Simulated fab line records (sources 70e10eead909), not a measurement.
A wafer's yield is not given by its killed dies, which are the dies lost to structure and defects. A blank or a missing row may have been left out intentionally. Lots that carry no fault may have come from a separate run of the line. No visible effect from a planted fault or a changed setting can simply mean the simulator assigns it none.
Matching of chambers ; flow nandHarc ; NHARC_A_STAIRCASE_ALD_420 on aldHk-02 has 4 sister chambers
The step deposits SiO2, target thk 20 nm, pulse time 6 s, ald cycles 200. 14 wafers are shown with their chamber, then 7 later ones without.

== WAFERS PAIRED WITH THEIR CHAMBERS ==
wafer;chamber;heaterPowerW (W);precursorPulseHeightRel
L081.2;3;550;0.981
L081.3;1;515;1.044
L081.4;2;425;1.039
L084.1;2;422;1.001
L084.3;0;483;0.994
L084.5;0;486;0.993
L086.2;3;562;1.017
L086.4;1;507;0.976
L086.6;1;500;0.991
L085.4;0;473;0.973
L085.5;0;471;0.994
L085.6;1;513;1.022
L089.2;2;428;1.001
L089.3;3;561;0.970

SIGNATURES (averages over the wafers above)
reading;chamber 0;chamber 1;chamber 2;chamber 3;scatter within a chamber
heaterPowerW;478.25;508.75;425.00;557.67;6.37
precursorPulseHeightRel;0.98850;1.00825;1.01367;0.98933;0.023
Rule: a wafer lies at a distance from a chamber equal to the root of the sum of squares, over the readings, of (its reading less the chamber's mean, divided by the reading's scatter). If the next closest chamber is less than 2 further off than the closest, the wafer can't be placed; otherwise it belongs to the closest. The scatter: take each reading less its chamber's mean, square it, sum over the shown wafers, divide by the number of wafers less the number of chambers, and take the root.

== WAFERS WITH NO CHAMBER GIVEN ==
wafer;heaterPowerW (W);precursorPulseHeightRel
L089.6;499;1.013
L091.1;570;1.014
L091.3;430;1.009
L091.4;477;0.966
L096.2;474;1.018
L096.5;429;0.971
L096.6;511;1.035

== THE CHAMBER EACH PASSED THROUGH ==
wafer;from the rows above;in truth
L089.6;can't be placed: 1 or 0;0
L091.1;3;3
L091.3;2;2
L091.4;0;0
L096.2;0;0
L096.5;2;2
L096.6;1;1
Correct placement for 6 of the 7. Not placeable from these rows: 1 (in 1, the candidates include the true chamber). Wrongly placed: 0.
